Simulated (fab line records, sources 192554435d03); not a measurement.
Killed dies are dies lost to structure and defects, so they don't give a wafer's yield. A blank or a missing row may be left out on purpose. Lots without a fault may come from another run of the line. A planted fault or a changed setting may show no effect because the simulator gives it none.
Problem report in the 8D (eight disciplines) form, filled by code | flow n5_finfet | the parts of the form that need people (team, actions taken, sign-off) are left out

1. THE PROBLEM
killed_at_front_end at N5_PASSIVATION_PROBE_49 reads a mean of 702 on 1 wafer of 1 lot; wafers without a fault read 40 with a standard deviation of 13. That is +51 standard deviations from the usual mean.
First seen on wafer L493.4, day 14 16:09, on prober-02. The record holds 12 wafers of 4 lots with a number at this step. Rule for "out", or "out of limits": more than 4 standard deviations from the usual mean. The other wafers with a number count as sound.

2. WHAT IT IS AND WHAT IT IS NOT
question                    | is                                                                                                                      | is not
which readings at this step | killed_at_front_end, defect_limited_yield, killed_dies, killed_on_rim, sort_bin_5_function, sort_n_pass, sort_yield_pct | killed_at_M0_to_M3, killed_at_M4_up, killed_at_contacts, killed_at_other, killed_open, killed_short, sort_bin_6_memory
which lots                  | L493                                                                                                                    | L484, L501, L507
which wafers of those lots  | L493.4                                                                                                                  | L493.3, L493.5
read on which tools         | prober-02                                                                                                               | prober-01
when                        | from day 14 16:09                                                                                                       | up to then (4 sound wafers); but 7 sound wafers of L493, L501, L507 came after

3. SUSPECTS, AND WHAT RULES EACH OUT
Counting: a tool at a process step up to the reading stays a suspect if it ran every lot that is out. Sound lots after the first of them don't rule it out here, since some wafers of a struck lot are sound.
- rie_diel-06 at N5_SDB_ETCH_18 (etches SOC in N2/H2, target depth 100 nm, overetch 20 nm, time 150 s): kept. It ran the lot that is out, L493 (day 6 01:49); its last sound lot up to then is L484 (day 3 16:32).
- rie_diel-01 at N5_PASSIVATION_ETCH_15 (etches SiCN in CF4/N2, target depth 75 nm, time 81.2 s): kept. It ran the lot that is out, L493 (day 14 11:06); its last sound lot up to then is L484 (day 11 22:43). N5_PASSIVATION_ETCH_15 gives no start for some lots, so the hours and the order of its lots are those of N5_PASSIVATION_DESCUM_32.
- rie_diel-03 at N5_PASSIVATION_DESCUM_32 (chemistry O2, time 7.9 s): kept. It ran the lot that is out, L493 (day 14 11:06); its last sound lot up to then is L484 (day 11 22:43).
- prober-02 at N5_PASSIVATION_PROBE_49: kept. It ran the lot that is out, L493 (day 14 16:06). Its own readings are out on those wafers: defect_limited_yield, killed_at_front_end, killed_dies, killed_on_rim, sort_bin_5_function, sort_n_pass, sort_yield_pct.
- Within rie_diel-06 at N5_SDB_ETCH_18: the wafers that are out ran in chamber 1; their sound lot-mates ran in chambers 0, 2.
Left after counting: rie_diel-06 at N5_SDB_ETCH_18, rie_diel-01 at N5_PASSIVATION_ETCH_15, rie_diel-03 at N5_PASSIVATION_DESCUM_32, prober-02 at N5_PASSIVATION_PROBE_49.

4. THE CAUSE (what the simulator had put in)
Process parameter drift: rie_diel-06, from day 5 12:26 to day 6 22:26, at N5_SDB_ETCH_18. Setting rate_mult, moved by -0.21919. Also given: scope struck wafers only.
Counting left 4 suspects, and this tool is among them.

5. THE CHAIN OF EFFECTS, in route order
Each row: a reading whose mean over the struck wafers that have a number lies more than 3 standard deviations from the usual. Only readings for which the record gives a usual standard deviation are gone through. hours: the time from each lot's start at the first step in this table that gives one to its start at this step, as a median over the lots. sigmas: the change in usual standard deviations.
hours | step                    | reading              | usual  | on struck wafers | change | sigmas
0     | N5_PASSIVATION_PROBE_49 | defect_limited_yield | 91.4 % | 36.2             | -55.2  | -34
0     | N5_PASSIVATION_PROBE_49 | killed_at_front_end  | 40     | 702              | +662   | +51
0     | N5_PASSIVATION_PROBE_49 | killed_dies          | 102    | 753              | +651   | +34
0     | N5_PASSIVATION_PROBE_49 | killed_on_rim        | 13     | 102              | +89    | +21
0     | N5_PASSIVATION_PROBE_49 | sort_bin_5_function  | 5.1 %  | 60.7             | +55.6  | +51
0     | N5_PASSIVATION_PROBE_49 | sort_n_pass          | 1078   | 427              | -651   | -34
0     | N5_PASSIVATION_PROBE_49 | sort_yield_pct       | 91.4 % | 36.2             | -55.2  | -34
The process steps in it:
- N5_PASSIVATION_PROBE_49

6. WHAT WOULD HAVE CAUGHT IT SOONER
In this record the first reading out of limits was taken at day 14 16:09, 220 hours after the fault began at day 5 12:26.
Of the tool readings at N5_SDB_ETCH_18 for which the record gives a usual standard deviation, none was out on any struck wafer, so an alarm limit of 4 standard deviations on them would not have fired.
All the lots that are out (1) had begun N5_SDB_ETCH_18 on rie_diel-06 by day 14 16:09. A hold on the tool at that time would have spared none of them.
